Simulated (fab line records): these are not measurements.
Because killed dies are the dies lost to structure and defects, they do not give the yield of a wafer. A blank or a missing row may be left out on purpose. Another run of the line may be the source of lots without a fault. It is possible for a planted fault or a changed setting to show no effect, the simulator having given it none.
Which tool is to blame? ; flow nandHarc ; 13 lots, 37 wafers sampled, at 1 step of a route of 1159

== WHAT EACH GAUGE READ, for each wafer ==
NHARC_A_SLIT_OVL_MEAS_10. Usual: overlayXNm 0.1 nm, standard deviation 0.86; overlayYNm -0.2 nm, standard deviation 0.87.
lot;measured;on;overlayXNm (nm);overlayYNm (nm);flag
L157;day 13 18:54;overlay-02;-0.6 -0.6 -0.1;0.2 0.6 0.0;
L160;day 14 17:34;overlay-01;0.3 0.4 0.6;1.1 0.5 1.0;
L159;day 14 18:19;overlay-01;-0.3 0.0;-0.9 -0.6;
L158;day 14 19:14;overlay-02;-0.1 -0.3 -0.6;-1.2 -1.0 -0.9;
L161;day 15 08:40;overlay-02;0.2 0.3;-0.4 -0.7;
L162;day 15 09:42;overlay-02;-1.1 -0.3 -0.9;0.0 -0.3 0.1;
L169;day 17 17:54;overlay-01;0.9 1.5 1.4;1.2 1.2 1.0;
L173;day 18 03:08;overlay-02;-0.7 -1.3 -1.5;-1.8 -1.3 -1.3;
L172;day 18 04:58;overlay-01;-0.3 -0.1 0.7;-0.6 -0.5 -1.6;
L176;day 19 09:07;overlay-01;-1.7 -1.5 -1.2;0.6 -0.6 0.8;
L178;day 19 09:16;overlay-02;0.4 0.1 0.4;-0.2 -0.4 -0.5;
L177;day 19 10:03;overlay-02;-1.4 -0.9 -0.9;-0.2 0.0 0.1;
L179;day 20 06:53;overlay-02;1.7 1.0 1.4;0.0 -0.1 -0.2;

== WHICH TOOL RAN EACH LOT (tool, then ch and the chambers of the sampled wafers, then the start) ==
The record holds no process step before these readings.

== WHAT THE TOOLS THEMSELVES READ (means of the sampled wafers that have a number; where no wafer has one, the mark that the record gives instead) ==
The record holds no such reading with a usual standard deviation.

== THE ANSWER, worked out from the rows above alone ==
Rule: a lot is off if the mean of its wafers that have a number lies more than 3 standard deviations from the usual mean. A lot without any number at a reading at which 4 lots or more have one is off too. All remaining lots with rows at the step are treated as sound. After the gauges, taken in route order, come the tools' own readings; for these a lot's mean is taken, as printed above. The first step at which some lot is off is used, and at that step the reading that is off furthest; a lot without a number counts as furthest.
No lot is off on any of the readings shown, so nothing can be concluded from this.

== WHAT THE SIMULATOR HAD PUT IN ==
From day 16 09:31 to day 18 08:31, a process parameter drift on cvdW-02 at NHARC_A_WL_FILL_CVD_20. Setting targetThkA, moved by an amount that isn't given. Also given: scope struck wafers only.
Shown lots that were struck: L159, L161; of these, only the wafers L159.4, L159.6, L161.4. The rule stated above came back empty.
